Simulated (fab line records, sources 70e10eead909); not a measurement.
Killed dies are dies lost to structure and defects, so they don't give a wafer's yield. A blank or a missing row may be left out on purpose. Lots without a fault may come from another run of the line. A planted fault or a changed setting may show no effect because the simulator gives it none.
A struck lot beside a sound one | flow nand_harc | 17 steps out of a route of 1159
Sound: wafers L382.1, L382.4, L382.5. Struck: wafer L375.1. (L375.3, L375.5 of the same lot were not struck and are left out.) The cause comes at the end.
At each step with rows: each side's tool, then ch and its chambers, then its first start. Under that, the readings that differ: sound wafers | struck wafers | difference of the means | sigmas: that difference in standard deviations of wafers without a fault.
alike: readings whose means differ by less than 2 such deviations, and words and numbers that are the same on both sides. not compared: withheld readings, readings that some wafer has no value for, bounds like >300 that may hide the same value, and numbers for which the record gives no deviation and whose values overlap.
The two part at a step that has a row with sigmas, a row that says differs or no value, or rows on one side only. Numbers that don't overlap but have no deviation are shown without sigmas and don't part them. A reading that every wafer of one side lacks parts them only if that side has two wafers or more.

first, 2 steps without rows for these wafers: NHARC_P_M0_DESCUM_14 (chemistry O2, time 3 s); NHARC_P_M0_ETCH_34 (etches the open film in N2/H2, target depth 40 nm, overetch 12 nm, time 43.94 s).
NHARC_P_M0_ETCH_15: etches the open film in C4F8/Ar, target depth 150 nm, overetch 15 nm, time 82.5 s.
  sound on rie_diel-09 ch 0,1,2; struck on rie_diel-07 ch 2
  alike: bias_w, oes_product_au, rf_vpp_V
  not compared: rf_hours_counter_h
NHARC_P_M0_CD_MEAS_16:
  sound on cd_sem-03, day 10 08:23; struck on cd_sem-02, day 8 03:39
  alike: cd_nm
NHARC_P_M0_STRIP_18: strips in N2/H2.
  sound on rie_diel-07 ch 0,1,2, day 10 08:28; struck on rie_diel-13 ch 0, day 8 03:44
  alike: drypump_motor_current_A, oes_product_au, rf_vpp_V, showerhead_plenum_p_Torr, throttle_valve_pct
  not compared: rf_hours_counter_h
then, 2 steps without rows for these wafers: NHARC_P_M0_STRIP_19 (strips in post etch residue remover, time 600 s); NHARC_P_M0_DEGAS_28 (time 60 s).
NHARC_P_M0_PRE_CLEAN_29: time 30 s.
  sound on pvd_sputter-02; struck on pvd_sputter-01
  alike: heater_power_w
NHARC_P_M0_PVD_20: deposits TaN, target thk 5 nm, time 8.06 s.
  sound on pvd_sputter-02; struck on pvd_sputter-01
  alike: bias_v, throttle_valve_pct
then, 2 steps without rows for these wafers: NHARC_P_M0_PVD_21 (deposits Cu, target thk 30 nm, time 20.49 s); NHARC_P_M0_ECD_22 (material Cu, target thk 400 nm).
NHARC_P_M0_ANNEAL_30: time 90 s.
  sound on rtp_anneal-01 ch 0, day 10 09:45; struck on rtp_anneal-02 ch 0, day 8 05:02
  alike: wafer_temp_C_max
NHARC_P_M0_CMP_23: polishes, t overpolish 20 s, target thk 117.53 nm.
  sound on cmp-04 ch 1,2,3, day 10 10:09; struck on cmp-01 ch 3, day 8 05:23
  reading                | sound          | struck | difference | sigmas
  time_to_endpoint_s (s) | 24.0 25.0 27.4 | 37.6   | +12.1      | +5
  alike: motor_current_A
then, 1 step without rows for these wafers: NHARC_P_M0_SRD_25.
NHARC_P_M0_INSPECT_27:
  sound on defect_inspect-01, day 10 10:34; struck on defect_inspect-01, day 8 05:52
  reading          | sound       | struck | difference | sigmas
  raw_defect_count | 189 210 338 | 2444   | +2198      | +17
then, 1 step without rows for these wafers: NHARC_P_M0_PRE_CLEAN_31 (time 12 s).
-- the record jumps here: 14 days lie between the struck wafers' starts before and after (it left off in module P_M0 and takes up again in module END, whose first step shown is number 1159 of the route) --
NHARC_END_SORT_01:
  sound on prober-02 ch 0, day 23 21:17; struck on prober-01 ch 0, day 21 17:58
  reading                  | sound           | struck | difference | sigmas
  defect_limited_yield (%) | 96.5 96.8 96.5  | 0      | -97        | -54
  killed_at_periphery      | 4 7 10          | 660    | +653       | +99 or more
  killed_dies              | 24 22 24        | 677    | +654       | +54
  killed_short             | 1 0 1           | 4      | +3         | +2
  sort_bin_3_pct (%)       | 0 0 0.15        | 97.19  | +97.14     | +99 or more
  sort_n_pass              | 653 655 653     | 0      | -654       | -54
  sort_rim_yield_pct (%)   | 98.1 98.1 100.0 | 0      | -99        | -35
  sort_yield_pct (%)       | 96.5 96.8 96.5  | 0      | -97        | -54
  alike: killed_at_array, killed_at_other, killed_open, sort_bin_2_pct, sort_bin_4_pct

WHERE THEY PART
First at NHARC_P_M0_CMP_23; last, within this record, at NHARC_END_SORT_01.

WHY: what the simulator had put in
Process parameter drift: cmp-01, from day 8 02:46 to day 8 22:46, at NHARC_P_M0_CMP_23. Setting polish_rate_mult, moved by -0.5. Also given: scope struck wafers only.
